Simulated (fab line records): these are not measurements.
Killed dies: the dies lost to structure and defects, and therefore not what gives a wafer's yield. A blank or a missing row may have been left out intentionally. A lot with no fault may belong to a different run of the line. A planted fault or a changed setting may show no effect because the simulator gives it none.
Chamber matching / flow nandHarc / NHARC_P_CONTACT_ETCH_35 on rieDiel-01 has 4 sister chambers
The step etches the open film in CF4, target depth 39 nm, time 65 s. 14 wafers are shown with their chamber, then 7 later ones without.

== WAFERS PAIRED WITH THEIR CHAMBERS ==
wafer=L788.1; chamber=2; drypumpMotorCurrentA (A)=6.07; throttleValvePct (%)=13.267; rfVppV (V)=150.0
wafer=L788.5; chamber=3; drypumpMotorCurrentA (A)=5.44; throttleValvePct (%)=13.290; rfVppV (V)=152.9
wafer=L788.6; chamber=2; drypumpMotorCurrentA (A)=6.07; throttleValvePct (%)=13.267; rfVppV (V)=150.9
wafer=L789.2; chamber=0; drypumpMotorCurrentA (A)=6.04; throttleValvePct (%)=13.304; rfVppV (V)=152.6
wafer=L789.3; chamber=2; drypumpMotorCurrentA (A)=6.08; throttleValvePct (%)=13.264; rfVppV (V)=151.5
wafer=L789.5; chamber=0; drypumpMotorCurrentA (A)=6.02; throttleValvePct (%)=13.280; rfVppV (V)=152.7
wafer=L798.3; chamber=3; drypumpMotorCurrentA (A)=5.42; throttleValvePct (%)=13.273; rfVppV (V)=151.8
wafer=L798.4; chamber=1; drypumpMotorCurrentA (A)=5.62; throttleValvePct (%)=13.277; rfVppV (V)=151.2
wafer=L798.5; chamber=2; drypumpMotorCurrentA (A)=6.09; throttleValvePct (%)=13.273; rfVppV (V)=150.4
wafer=L802.1; chamber=3; drypumpMotorCurrentA (A)=5.42; throttleValvePct (%)=13.292; rfVppV (V)=150.2
wafer=L802.5; chamber=3; drypumpMotorCurrentA (A)=5.44; throttleValvePct (%)=13.295; rfVppV (V)=150.7
wafer=L802.6; chamber=0; drypumpMotorCurrentA (A)=6.01; throttleValvePct (%)=13.281; rfVppV (V)=151.5
wafer=L803.3; chamber=1; drypumpMotorCurrentA (A)=5.59; throttleValvePct (%)=13.283; rfVppV (V)=153.1
wafer=L803.4; chamber=1; drypumpMotorCurrentA (A)=5.60; throttleValvePct (%)=13.284; rfVppV (V)=151.9

SIGNATURES, as means of the wafers listed above
reading=drypumpMotorCurrentA; chamber 0=6.0233; chamber 1=5.6033; chamber 2=6.0775; chamber 3=5.4300; scatter within a chamber=0.0127
reading=throttleValvePct; chamber 0=13.28833; chamber 1=13.28133; chamber 2=13.26775; chamber 3=13.28750; scatter within a chamber=0.00856
reading=rfVppV; chamber 0=152.267; chamber 1=152.067; chamber 2=150.700; chamber 3=151.400; scatter within a chamber=0.913
Rule: a wafer's distance from a chamber is the root of the sum, over the readings, of the square of ((its reading less the chamber's mean) divided by the reading's scatter). The wafer belongs to the nearest chamber; if the next one is less than 2 further off, it can't be placed. The scatter: take each reading less its chamber's mean, square it, sum over the shown wafers, divide by the number of wafers less the number of chambers, and take the root.

== WAFERS WHOSE CHAMBER IS MISSING ==
wafer=L803.5; drypumpMotorCurrentA (A)=6.07; throttleValvePct (%)=13.281; rfVppV (V)=151.9
wafer=L804.2; drypumpMotorCurrentA (A)=6.09; throttleValvePct (%)=13.281; rfVppV (V)=152.4
wafer=L804.3; drypumpMotorCurrentA (A)=5.61; throttleValvePct (%)=13.291; rfVppV (V)=151.3
wafer=L804.4; drypumpMotorCurrentA (A)=6.02; throttleValvePct (%)=13.294; rfVppV (V)=153.0
wafer=L809.3; drypumpMotorCurrentA (A)=5.44; throttleValvePct (%)=13.280; rfVppV (V)=154.1
wafer=L809.4; drypumpMotorCurrentA (A)=5.58; throttleValvePct (%)=13.289; rfVppV (V)=153.1
wafer=L809.6; drypumpMotorCurrentA (A)=5.45; throttleValvePct (%)=13.283; rfVppV (V)=151.4

== THE CHAMBER EACH PASSED THROUGH ==
wafer=L803.5; from the rows above=can't be placed: 2 or 0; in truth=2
wafer=L804.2; from the rows above=2; in truth=2
wafer=L804.3; from the rows above=1; in truth=1
wafer=L804.4; from the rows above=0; in truth=0
wafer=L809.3; from the rows above=3; in truth=3
wafer=L809.4; from the rows above=1; in truth=1
wafer=L809.6; from the rows above=3; in truth=3
Correct placement for 6 of the 7. Unplaceable from these rows: 1, with the true chamber sitting among the candidates in 1. 0 placed wrongly.
